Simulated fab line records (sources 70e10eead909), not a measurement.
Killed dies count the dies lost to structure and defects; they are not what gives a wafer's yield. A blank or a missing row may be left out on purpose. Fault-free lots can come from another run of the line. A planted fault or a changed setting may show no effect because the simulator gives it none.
Which of the tools did it? | flow nandHarc | 12 lots with 36 wafers sampled at 5 steps, on a route of 1302 steps

== WHAT THE GAUGES SHOWED, per wafer ==
NHARC_P_M1_INSPECT_27. Usual: rawDefectCount reads 318 (standard deviation 120).
lot  | measured     | on               | rawDefectCount | flag
L556 | day 6 10:30  | defectInspect-01 | 348 261 276    | 
L557 | day 6 18:46  | defectInspect-01 | 515 356 237    | 
L558 | day 7 09:49  | defectInspect-02 | 326 330 314    | 
L559 | day 7 10:56  | defectInspect-01 | 321 263 548    | 
L568 | day 11 16:57 | defectInspect-02 | 332 291 264    | 
L572 | day 13 02:41 | defectInspect-02 | 457 266 255    | 
L574 | day 14 02:44 | defectInspect-01 | 379 432 249    | 
L575 | day 14 03:52 | defectInspect-02 | 345 248 274    | 
L576 | day 14 17:43 | defectInspect-01 | 288 233 245    | 
L577 | day 15 10:37 | defectInspect-02 | 299 329 223    | 
L578 | day 15 13:22 | defectInspect-01 | 265 231 309    | 
L579 | day 16 04:17 | defectInspect-02 | 461 788 483    | 

NHARC_P_M2_CD_MEAS_09 targets a cd of 170 nm. Usual: cdNm reads 170.1 nm (standard deviation 0.63).
lot  | measured     | on       | cdNm (nm)         | flag
L556 | day 6 11:53  | cdSem-03 | 170.0 170.4 169.8 | 
L557 | day 6 20:02  | cdSem-02 | 170.8 170.8 170.9 | 
L558 | day 7 11:13  | cdSem-03 | 170.5 170.9 170.4 | 
L559 | day 7 12:20  | cdSem-03 | 169.7 169.9 170.5 | 
L568 | day 11 18:20 | cdSem-03 | 170.1 170.7 169.8 | 
L572 | day 13 04:04 | cdSem-03 | 169.6 169.6 170.0 | 
L574 | day 14 04:08 | cdSem-01 | 169.9 170.3 170.3 | 
L575 | day 14 05:16 | cdSem-01 | 170.2 170.4 169.4 | 
L576 | day 14 19:00 | cdSem-03 | 170.8 170.4 171.1 | 
L577 | day 15 12:00 | cdSem-02 | 170.7 170.9 170.4 | 
L578 | day 15 14:46 | cdSem-01 | 170.9 170.4 170.6 | 
L579 | day 16 05:40 | cdSem-02 | 170.0 169.4 169.7 | 

NHARC_END_SORT_01. Usual: value, then standard deviation, for each; defectLimitedYield 90.8 % / 2.5; killedAtArray 58 / 17; killedAtOther 1.0 / 1.4; killedAtPeriphery 3.6 / 2.4; killedDies 62 / 17; killedOpen 3.4 / 2; killedShort 2.2 / 1.6.
lot  | measured     | on        | defectLimitedYield (%) | killedAtArray | killedAtOther | killedAtPeriphery | killedDies | killedOpen | killedShort | flag
L556 | day 25 05:26 | prober-01 | 90.4 90.7 86.4         | 62 54 85      | 1 7 5         | 2 2 2             | 65 63 92   | 5 0 3      | 3 4 4       | 
L557 | day 24 20:49 | prober-01 | 92.0 91.9 92.2         | 50 53 51      | 0 0 0         | 4 2 2             | 54 55 53   | 1 2 1      | 3 4 1       | 
L558 | day 25 08:30 | prober-02 | 88.6 90.1 90.7         | 69 63 63      | 0 1 0         | 8 3 0             | 77 67 63   | 1 0 3      | 4 2 0       | 
L559 | day 24 20:53 | prober-02 | 90.0 88.5 90.1         | 62 73 66      | 3 2 0         | 3 3 1             | 68 78 67   | 2 2 0      | 2 1 2       | 
L568 | day 30 03:17 | prober-02 | 88.2 88.5 87.7         | 78 74 79      | 1 0 0         | 1 4 4             | 80 78 83   | 2 4 0      | 1 2 5       | 
L572 | day 30 13:36 | prober-02 | 96.2 95.9 95.9         | 23 22 18      | 0 0 2         | 3 6 8             | 26 28 28   | 1 2 5      | 1 3 4       | 
L574 | day 31 19:07 | prober-02 | 92.5 91.6 92.6         | 50 53 46      | 0 1 1         | 1 3 3             | 51 57 50   | 2 3 0      | 1 3 1       | 
L575 | day 31 19:51 | prober-01 | 91.7 91.6 91.6         | 51 52 54      | 0 1 0         | 5 4 3             | 56 57 57   | 3 7 4      | 3 2 1       | 
L576 | day 32 11:31 | prober-02 | 88.3 89.4 91.6         | 67 69 57      | 2 1 0         | 10 2 0            | 79 72 57   | 4 1 3      | 4 3 2       | 
L577 | day 33 07:47 | prober-01 | 93.5 92.9 92.9         | 38 38 43      | 3 5 4         | 3 5 1             | 44 48 48   | 3 6 2      | 1 1 0       | 
L578 | day 33 09:22 | prober-02 | 90.8 91.0 91.3         | 58 61 55      | 1 0 1         | 3 0 3             | 62 61 59   | 4 7 4      | 5 0 1       | 
L579 | day 34 00:17 | prober-02 | 88.6 88.0 88.3         | 72 79 77      | 0 0 0         | 5 2 2             | 77 81 79   | 5 2 4      | 5 2 4       | 

== TOOL THAT RAN EACH LOT (tool first, then ch and the chambers of the sampled wafers, then the start) ==
lot  | NHARC_P_M2_ETCH_35                | NHARC_P_M2_DEGAS_29
L556 | rieDiel-09 ch 1,2,3, day 6 12:10  | pvdSputter-03, day 6 13:06
L557 | rieDiel-08 ch 0,1,2, day 6 20:19  | pvdSputter-02, day 6 21:16
L558 | rieDiel-09 ch 0,3, day 7 11:29    | pvdSputter-02, day 7 12:25
L559 | rieDiel-08 ch 0,1, day 7 12:36    | pvdSputter-02, day 7 13:32
L568 | rieDiel-03 ch 0,2,3, day 11 18:37 | pvdSputter-03, day 11 19:32
L572 | rieDiel-09 ch 0,1,3, day 13 04:20 | pvdSputter-01, day 13 05:17
L574 | rieDiel-08 ch 0,1,2, day 14 04:25 | pvdSputter-03, day 14 05:20
L575 | rieDiel-08 ch 0,2,3, day 14 05:32 | pvdSputter-02, day 14 06:28
L576 | rieDiel-09 ch 2,3, day 14 19:16   | pvdSputter-01, day 14 20:12
L577 | rieDiel-03 ch 0,2, day 15 12:16   | pvdSputter-02, day 15 13:13
L578 | rieDiel-09 ch 2,3, day 15 15:02   | pvdSputter-01, day 15 15:58
L579 | rieDiel-09 ch 1,2,3, day 16 05:56 | pvdSputter-01, day 16 06:52
- NHARC_P_M2_ETCH_35: etches the open film in N2/H2, target depth 40 nm, overetch 12 nm, time 43.94 s.
- NHARC_P_M2_DEGAS_29: time 60 s.

== AS READ BY THE TOOLS THEMSELVES (means over the sampled wafers that have a number; for cases with no such wafer, the mark the record gives instead) ==
NHARC_P_M2_ETCH_35. Usual: drypumpMotorCurrentA 5.7 A, standard deviation 0.45; oesProductAu 1.002 a.u., standard deviation 0.011; rfVppV 431.2 V, standard deviation 2.6; showerheadPlenumPTorr 2.06 Torr, standard deviation 0.093; throttleValvePct 14.171 %, standard deviation 0.0095.
lot  | tool       | drypumpMotorCurrentA (A) | oesProductAu (a.u.) | rfVppV (V) | showerheadPlenumPTorr (Torr) | throttleValvePct (%) | flag
L556 | rieDiel-09 | 5.7                      | 0.994               | 432.4      | 2.10                         | 14.172               | 
L557 | rieDiel-08 | 5.7                      | 1.008               | 432.6      | 2.08                         | 14.172               | 
L558 | rieDiel-09 | 5.8                      | 1.013               | 433.3      | 2.13                         | 14.173               | 
L559 | rieDiel-08 | 5.4                      | 1.013               | 429.2      | 2.02                         | 14.168               | 
L568 | rieDiel-03 | 5.7                      | 0.935               | 431.9      | 2.09                         | 14.167               | OFF
L572 | rieDiel-09 | 5.7                      | 1.008               | 432.1      | 2.10                         | 14.167               | 
L574 | rieDiel-08 | 5.7                      | 1.006               | 431.5      | 2.08                         | 14.176               | 
L575 | rieDiel-08 | 5.9                      | 1.008               | 427.4      | 1.98                         | 14.171               | 
L576 | rieDiel-09 | 5.6                      | 0.996               | 432.9      | 2.12                         | 14.168               | 
L577 | rieDiel-03 | 5.9                      | 0.990               | 432.2      | 2.13                         | 14.178               | 
L578 | rieDiel-09 | 5.6                      | 0.986               | 433.1      | 2.12                         | 14.170               | 
L579 | rieDiel-09 | 5.6                      | 0.997               | 432.1      | 2.09                         | 14.185               | 

NHARC_P_M2_DEGAS_29. Usual: heaterPowerW 326 W, standard deviation 37; susceptorTempC 249.96 C, standard deviation 0.18.
lot  | tool          | heaterPowerW (W) | susceptorTempC (C) | flag
L556 | pvdSputter-03 | 323              | -                  | OFF
L557 | pvdSputter-02 | 327              | 249.95             | 
L558 | pvdSputter-02 | 325              | 250.09             | 
L559 | pvdSputter-02 | 353              | 250.08             | 
L568 | pvdSputter-03 | 272              | 249.79             | 
L572 | pvdSputter-01 | 316              | 249.88             | 
L574 | pvdSputter-03 | 299              | 250.01             | 
L575 | pvdSputter-02 | 355              | 249.98             | 
L576 | pvdSputter-01 | 313              | -                  | OFF
L577 | pvdSputter-02 | 353              | 249.95             | 
L578 | pvdSputter-01 | 333              | 249.87             | 
L579 | pvdSputter-01 | 314              | 249.90             | 

== THE ANSWER, worked out from the rows above alone ==
Rule: a lot is off if the mean of its wafers that have a number lies more than 3 standard deviations from the usual mean. A lot without any number at a reading at which 4 lots or more have one is off too. Where the step has rows for the other lots, those lots are counted as sound. Order of review: gauges by route order, followed by the tools' own readings, for which a lot's mean as printed above is used. At the first step where some lot is off, the reading lying furthest off is the one used; lots without a number count as furthest.
Off, at NHARC_P_M2_ETCH_35 on oesProductAu: L568.
If a tool, at that step or one of the process steps before it, ran each lot that is off and ran no sound lot following the first of them, it fits. No candidate that was tried fits.

== WHAT THE SIMULATOR PUT IN ==
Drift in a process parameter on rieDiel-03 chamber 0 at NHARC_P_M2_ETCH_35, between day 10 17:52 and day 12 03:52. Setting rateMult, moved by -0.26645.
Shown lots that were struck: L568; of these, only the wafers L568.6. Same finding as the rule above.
